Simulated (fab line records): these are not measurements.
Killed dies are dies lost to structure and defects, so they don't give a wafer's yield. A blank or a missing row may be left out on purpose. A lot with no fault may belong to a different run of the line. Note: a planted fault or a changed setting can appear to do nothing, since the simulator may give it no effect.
Chamber matching / flow n5_finfet / N5_GATE_CUT_DESCUM_18 on rie_diel-06: 4 sister chambers
The step chemistry O2, time 7 s. 4 wafers are shown with their chamber, then 9 later ones without.

WAFERS WITH THEIR CHAMBER
wafer=L089.1; chamber=3; drypump_motor_current_A (A)=4.9
wafer=L089.2; chamber=0; drypump_motor_current_A (A)=6.5
wafer=L090.4; chamber=2; drypump_motor_current_A (A)=5.7
wafer=L090.6; chamber=1; drypump_motor_current_A (A)=6.0

WAFERS MISSING THEIR CHAMBER
wafer=L092.2; drypump_motor_current_A (A)=6.5
wafer=L092.3; drypump_motor_current_A (A)=4.9
wafer=L092.5; drypump_motor_current_A (A)=4.9
wafer=L097.1; drypump_motor_current_A (A)=5.6
wafer=L097.2; drypump_motor_current_A (A)=6.0
wafer=L097.3; drypump_motor_current_A (A)=6.5
wafer=L097.4; drypump_motor_current_A (A)=4.9
wafer=L097.5; drypump_motor_current_A (A)=6.0
wafer=L097.6; drypump_motor_current_A (A)=6.5

WHICH CHAMBER EACH ONE RAN IN
wafer=L092.2; from the rows above=0; in truth=0
wafer=L092.3; from the rows above=3; in truth=3
wafer=L092.5; from the rows above=3; in truth=3
wafer=L097.1; from the rows above=2; in truth=2
wafer=L097.2; from the rows above=1; in truth=1
wafer=L097.3; from the rows above=0; in truth=0
wafer=L097.4; from the rows above=3; in truth=3
wafer=L097.5; from the rows above=1; in truth=1
wafer=L097.6; from the rows above=0; in truth=0
Correct placement for 9 of the 9. From these rows, 0 cannot be placed. Number placed wrongly: 0.
How it was worked out, from the rows above alone: a wafer's distance from a chamber is the root of the sum, over the readings, of the square of ((its reading less the chamber's mean) divided by the reading's scatter). The wafer belongs to the nearest chamber; if the next one is less than 2 further off, it can't be placed. The mean given for a chamber averages the wafers shown for that chamber. The scatter: root of mean squared gap, hidden wafer to nearest shown wafer, with one shown wafer a chamber.
